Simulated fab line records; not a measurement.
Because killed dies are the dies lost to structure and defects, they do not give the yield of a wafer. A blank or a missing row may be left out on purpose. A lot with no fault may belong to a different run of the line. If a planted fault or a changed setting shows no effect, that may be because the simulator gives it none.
Struck lot and sound lot, side by side	flow n5Finfet	15 steps out of a route of 1938
Sound: these wafers, L163.2, L163.3, L163.6. Struck: wafer L176.3. (L176.4 of the same lot was not struck and is left out.) The cause comes at the end.
Order at every step that has rows: each side's tool, ch and its chambers, its first start. Under that, the readings that differ: sound wafers	struck wafers	difference of the means	sigmas: that difference in standard deviations of wafers without a fault.
alike: readings with means less than 2 such deviations apart, plus words and numbers identical on both sides. not compared: withheld readings, readings lacking a value on some wafer, bounds such as >300 that could conceal the same value, and numbers that have no deviation in the record and whose values overlap.
Wherever a step has rows on one side only, a row that says differs or no value, or a row with sigmas, the two part there. Numbers that have no deviation but don't overlap get no sigmas and don't part them. Lack of a reading on every wafer of one side parts them only where that side has two or more wafers.

first, 1 step without rows for these wafers: N5_BEOL_M10_STRIP_77 (strips in N2/H2, time 10 s).
N5_BEOL_M10_OCD_MEAS_38:
  sound on ocd-01, day 10 19:26; struck on ocd-02, day 13 15:16
  alike: trenchDepthNm
then, 4 steps without rows for these wafers: N5_BEOL_M10_HM_STRIP_39 (strips TiN in peroxide tin strip, target depth 25 nm, time 158 s); N5_BEOL_M10_SRD_40 (time 30 s); N5_BEOL_M10_PRECLEAN_42 (cleans in residue remover, time 60 s); N5_BEOL_M10_SRD_43 (time 30 s).
N5_BEOL_M10_CD_MEAS_35: the cd target is 70 nm.
  sound on cdSem-03, day 10 19:36; struck on cdSem-03, day 13 15:26
  alike: cdNm
then, 1 step without rows for these wafers: N5_BEOL_M10_CURE_72 (cures SiCOH lowk, time 120 s).
N5_BEOL_M10_DEGAS_44: time 60 s.
  sound on pvdSputter-01, day 10 19:59; struck on pvdSputter-02, day 13 15:58
reading	sound	struck	difference	sigmas
heaterPowerW (W)	342 385 396	285	-89	-3
N5_BEOL_M10_PRE_CLEAN_45: time 30 s.
  sound on pvdSputter-01, day 10 20:02; struck on pvdSputter-02, day 13 16:01
reading	sound	struck	difference	sigmas
heaterPowerW (W)	335 392 390	286	-86	-3
N5_BEOL_M10_ALD_74: deposits TaN, target thk 2 nm, pulse time 2 s, purge time 3 s.
  sound on aldMetal-01 ch 2,3, day 10 20:05; struck on aldMetal-01 ch 0, day 13 16:04
  alike: heaterPowerW
  not compared: sinceWetCleanH
N5_BEOL_M10_SURFACE_TREAT_76:
  sound on pvdSputter-01, day 10 20:27; struck on pvdSputter-01, day 13 16:25
  not compared: pressureMtorr, throttleValvePct
N5_BEOL_M10_CVD_75: deposits Co from CCTBA/H2, target thk 2 nm, time 138.9 s.
  sound on cvdCo-01 ch 0,1, day 10 20:34; struck on cvdCo-02 ch 2, day 13 16:29
reading	sound	struck	difference	sigmas
runLengthS (s)	161.4 161.6 161.5	164.8	+3.3	+6
  not compared: sinceWetCleanH
N5_BEOL_M10_SPUTTER_48: material Cu, target thk 12 nm, time 2 s.
  sound on pvdSputter-02, day 10 20:44; struck on pvdSputter-01, day 13 16:40
  alike: throttleValvePct
N5_PASSIVATION_PROBE_49:
  rows exist in the record for the sound wafers here (prober-01, day 12 20:53), none for the struck ones

== WHERE THEY PART ==
Earliest at N5_BEOL_M10_DEGAS_44; latest, in this record, at N5_PASSIVATION_PROBE_49.

WHY: what the simulator had put in
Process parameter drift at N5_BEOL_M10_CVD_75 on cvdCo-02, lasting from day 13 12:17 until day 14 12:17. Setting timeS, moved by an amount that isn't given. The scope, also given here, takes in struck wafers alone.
